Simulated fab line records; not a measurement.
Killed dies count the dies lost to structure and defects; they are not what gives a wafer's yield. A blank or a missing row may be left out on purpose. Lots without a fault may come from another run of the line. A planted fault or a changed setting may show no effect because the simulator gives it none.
Matching of chambers + flow n5-finfet + uv-cure-03 running N5_BEOL_M7_CURE_74: 3 sister chambers
The step cures SiCOH lowk, time 240 s. 6 wafers are shown with their chamber, then 12 later ones without.

WAFERS WITH THEIR CHAMBER
| wafer  | chamber | wafer_temp_C_max | lamp-power-pct (%) |
|--------|---------|------------------|--------------------|
| L087.4 | 1       | 386.0            | 52.36              |
| L087.5 | 1       | 386.3            | 52.33              |
| L088.3 | 0       | 386.8            | 52.31              |
| L088.5 | 0       | 386.9            | 52.25              |
| L090.5 | 2       | 387.2            | 52.23              |
| L090.6 | 2       | 387.2            | 52.26              |

WAFERS WITH NO CHAMBER GIVEN
| wafer  | wafer_temp_C_max | lamp-power-pct (%) |
|--------|------------------|--------------------|
| L091.1 | 387.2            | 52.34              |
| L091.2 | 387.5            | 52.28              |
| L091.6 | 387.2            | 52.25              |
| L093.2 | 387.8            | 52.30              |
| L093.4 | 387.6            | 52.22              |
| L093.5 | 387.0            | 52.23              |
| L096.2 | 386.4            | 52.35              |
| L096.4 | 386.3            | 52.29              |
| L096.5 | 386.5            | 52.40              |
| L097.1 | 385.9            | 52.27              |
| L097.3 | 386.5            | 52.34              |
| L097.5 | 386.2            | 52.29              |

THE CHAMBER EACH PASSED THROUGH
| wafer  | from the rows above     | in truth                   |
|--------|-------------------------|----------------------------|
| L091.1 | can't be placed: 2 or 0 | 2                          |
| L091.2 | 2                       | 2                          |
| L091.6 | 2                       | 2                          |
| L093.2 | 2                       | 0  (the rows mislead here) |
| L093.4 | 2                       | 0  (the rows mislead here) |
| L093.5 | can't be placed: 2 or 0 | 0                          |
| L096.2 | 1                       | 1                          |
| L096.4 | 1                       | 1                          |
| L096.5 | can't be placed: 1 or 0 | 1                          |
| L097.1 | 1                       | 1                          |
| L097.3 | can't be placed: 1 or 0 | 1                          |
| L097.5 | 1                       | 1                          |
Placed correctly: 6 of 12. These rows do not allow placing 4 (true chamber among the candidates in 4). Placed wrongly: 2.
How it was worked out, from the rows above alone: a wafer's distance from a chamber is the root of the sum, over the readings, of the square of ((its reading less the chamber's mean) divided by the reading's scatter). The wafer belongs to the nearest chamber; if the next one is less than 2 further off, it can't be placed. Each chamber's mean is taken over the wafers shown for it. How the scatter is found: for the shown wafers, subtract from each reading the mean of its chamber, square and add these, divide the total by (wafers less chambers), then take the root.
